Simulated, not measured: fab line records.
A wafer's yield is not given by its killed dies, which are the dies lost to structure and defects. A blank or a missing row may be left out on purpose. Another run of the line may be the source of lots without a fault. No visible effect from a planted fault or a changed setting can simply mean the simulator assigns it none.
Chamber matching || flow n5Finfet || 4 sister chambers for N5_BEOL_M0_SAQP_ETCH_101 on rieDiel-01
The step etches SiNx in CH3F/O2, target depth 29.9 nm, time 42.7 s. 4 wafers are shown with their chamber, then 10 later ones without.

WAFERS WITH THEIR CHAMBER
{"wafer": "L085.2", "chamber": 3, "showerheadPlenumPTorr (Torr)": 1.90}
{"wafer": "L085.6", "chamber": 1, "showerheadPlenumPTorr (Torr)": 1.99}
{"wafer": "L087.1", "chamber": 2, "showerheadPlenumPTorr (Torr)": 2.06}
{"wafer": "L087.2", "chamber": 0, "showerheadPlenumPTorr (Torr)": 2.00}

WAFERS MISSING THEIR CHAMBER
{"wafer": "L087.6", "showerheadPlenumPTorr (Torr)": 1.90}
{"wafer": "L091.3", "showerheadPlenumPTorr (Torr)": 2.00}
{"wafer": "L091.4", "showerheadPlenumPTorr (Torr)": 2.05}
{"wafer": "L091.6", "showerheadPlenumPTorr (Torr)": 2.05}
{"wafer": "L095.1", "showerheadPlenumPTorr (Torr)": 1.89}
{"wafer": "L095.4", "showerheadPlenumPTorr (Torr)": 1.99}
{"wafer": "L095.5", "showerheadPlenumPTorr (Torr)": 1.99}
{"wafer": "L096.3", "showerheadPlenumPTorr (Torr)": 1.89}
{"wafer": "L096.5", "showerheadPlenumPTorr (Torr)": 1.99}
{"wafer": "L096.6", "showerheadPlenumPTorr (Torr)": 2.05}

EACH ONE'S CHAMBER
{"wafer": "L087.6", "from the rows above": 3, "in truth": 3}
{"wafer": "L091.3", "from the rows above": "can't be placed: 0 or 1", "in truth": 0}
{"wafer": "L091.4", "from the rows above": 2, "in truth": 2}
{"wafer": "L091.6", "from the rows above": 2, "in truth": 2}
{"wafer": "L095.1", "from the rows above": 3, "in truth": 3}
{"wafer": "L095.4", "from the rows above": "can't be placed: 1 or 0", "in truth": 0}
{"wafer": "L095.5", "from the rows above": "can't be placed: 1 or 0", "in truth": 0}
{"wafer": "L096.3", "from the rows above": 3, "in truth": 3}
{"wafer": "L096.5", "from the rows above": "can't be placed: 1 or 0", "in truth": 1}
{"wafer": "L096.6", "from the rows above": 2, "in truth": 2}
Correctly placed: 6 of 10. Not placeable from these rows: 4 (in 4, the candidates include the true chamber). Wrongly placed: 0.
How it was worked out, from the rows above alone: a wafer's distance from a chamber is the root of the sum, over the readings, of the square of ((its reading less the chamber's mean) divided by the reading's scatter). If the next closest chamber is less than 2 further off than the closest, the wafer can't be placed; otherwise it belongs to the closest. The mean given for a chamber averages the wafers shown for that chamber. The scatter (one wafer shown for each chamber): square how far every hidden wafer sits from the nearest shown wafer, average those squares and take the square root.
